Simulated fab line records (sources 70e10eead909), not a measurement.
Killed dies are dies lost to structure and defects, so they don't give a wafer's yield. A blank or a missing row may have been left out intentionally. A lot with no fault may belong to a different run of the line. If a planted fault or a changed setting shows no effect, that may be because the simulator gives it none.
Matching of chambers | flow nandHarc | NHARC_A_CHANNEL_FILL_D2_ALD_02 on aldHk-02 has 4 sister chambers
The step deposits SiO2, target thk 6 nm, pulse time 10 s, ald cycles 60. 4 wafers are shown with their chamber, then 10 later ones without.

WAFERS WITH THEIR CHAMBER
wafer  | chamber | heaterPowerW (W)
L083.4 | 3       | 449
L083.5 | 2       | 537
L088.1 | 0       | 510
L088.5 | 1       | 498

WAFERS MISSING THEIR CHAMBER
wafer  | heaterPowerW (W)
L088.6 | 535
L089.3 | 504
L089.4 | 542
L089.5 | 503
L091.1 | 452
L091.3 | 541
L091.4 | 518
L094.3 | 495
L094.5 | 515
L094.6 | 494

EACH ONE'S CHAMBER
wafer  | from the rows above     | in truth
L088.6 | 2                       | 2
L089.3 | can't be placed: 0 or 1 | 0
L089.4 | 2                       | 2
L089.5 | can't be placed: 1 or 0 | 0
L091.1 | 3                       | 3
L091.3 | 2                       | 2
L091.4 | 0                       | 0
L094.3 | 1                       | 1
L094.5 | 0                       | 0
L094.6 | 1                       | 1
8 of 10 placed correctly. Not placeable from these rows: 2 (in 2, the candidates include the true chamber). Wrongly placed: 0.
How it was worked out, from the rows above alone: a wafer's distance from a chamber is the root of the sum, over the readings, of the square of ((its reading less the chamber's mean) divided by the reading's scatter). The wafer belongs to the nearest chamber; if the next one is less than 2 further off, it can't be placed. For every chamber, the mean is computed from those of its wafers that are shown. The scatter (one wafer shown for each chamber): square how far every hidden wafer sits from the nearest shown wafer, average those squares and take the square root.
